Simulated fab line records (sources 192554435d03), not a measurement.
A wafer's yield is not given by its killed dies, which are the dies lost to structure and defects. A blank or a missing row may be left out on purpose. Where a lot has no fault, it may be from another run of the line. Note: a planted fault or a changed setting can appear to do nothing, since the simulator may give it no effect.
8D (eight disciplines) problem report, filled in by code + flow n5_finfet + the parts of the form that need people (team, actions taken, sign-off) are left out

1. THE ISSUE
Mean of spin_speed_rpm at N5_BEOL_M7_COAT_22: 1578.9 rpm across 6 wafers in 2 lots; on wafers with no fault it is 1500.1 rpm (standard deviation 1.2). That puts it +66 standard deviations away from the usual mean.
The step: resist thk 30 nm.
First seen on wafer L634.1, day 13 14:05, on litho_track-03. The record holds 18 wafers of 6 lots with a number at this step. By rule, "out" or "out of limits" means more than 4 standard deviations away from the usual mean. Any other wafer with a number is counted as sound.

2. WHAT IT IS, WHAT IT ISN'T
| question                    | is                     | is not                                                             |
|-----------------------------|------------------------|--------------------------------------------------------------------|
| which readings at this step | spin_speed_rpm         | -                                                                  |
| which lots                  | L634, L635             | L620, L622, L633, L640                                             |
| which wafers of those lots  | all that have a number | -                                                                  |
| read on which tools         | litho_track-03         | litho_track-04                                                     |
| when                        | from day 13 14:05      | up to then (9 sound wafers); but 3 sound wafers of L640 came after |

3. WHAT RULES OUT EACH SUSPECT
Counting: a tool at a process step up to the reading stays a suspect if it ran every lot that is out and no sound lot after the first of them.
- rie_metal-01 at N5_BEOL_M7_HM_OPEN_17 (chemistry Cl2/BCl3, target TiN, target depth 20 nm, overetch 6 nm): kept. All lots that are out passed through it, beginning with L634 at day 13 13:20, and no sound lot followed; its final sound lot before that point was L622 at day 10 05:47.
- litho_track-03 at N5_BEOL_M7_COAT_22 (resist thk 30 nm): kept. All lots that are out passed through it, beginning with L634 at day 13 14:05, and no sound lot followed; its final sound lot before that point was L633 at day 13 09:34. Out on those wafers are its own readings of spin_speed_rpm.
The count leaves litho_track-03 at N5_BEOL_M7_COAT_22 and rie_metal-01 at N5_BEOL_M7_HM_OPEN_17.

4. THE CAUSE (what the simulator had put in)
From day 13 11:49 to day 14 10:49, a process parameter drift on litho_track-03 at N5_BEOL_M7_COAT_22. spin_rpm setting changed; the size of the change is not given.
After counting, 2 suspects remain, this tool included.

5. THE CHAIN OF EFFECTS, in route order
Each row: a reading whose mean over the struck wafers that have a number lies more than 3 standard deviations from the usual. Scope: only readings with a usual standard deviation given in the record; hours: median across lots of the time from each lot's start at the first step in this table that gives one to its start at this step; sigmas: change in usual standard deviations.
| hours | step               | reading        | usual      | on struck wafers | change | sigmas |
|-------|--------------------|----------------|------------|------------------|--------|--------|
| 0     | N5_BEOL_M7_COAT_22 | spin_speed_rpm | 1500.1 rpm | 1578.9           | +78.8  | +66    |
The process steps in it:
- N5_BEOL_M7_COAT_22: resist thk 30 nm.
Later measuring or inspecting steps at which every struck wafer that the step has a row for has a number for every such reading, and none has moved that far: N5_BEOL_M7_CD_MEAS_28, N5_BEOL_M7_OVL_MEAS_29, N5_BEOL_M7_INSPECT_30.

6. HOW IT WOULD HAVE BEEN CAUGHT EARLIER
2 hours passed between the start of the fault at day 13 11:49 and the first reading out of limits in this record, taken at day 13 14:05.
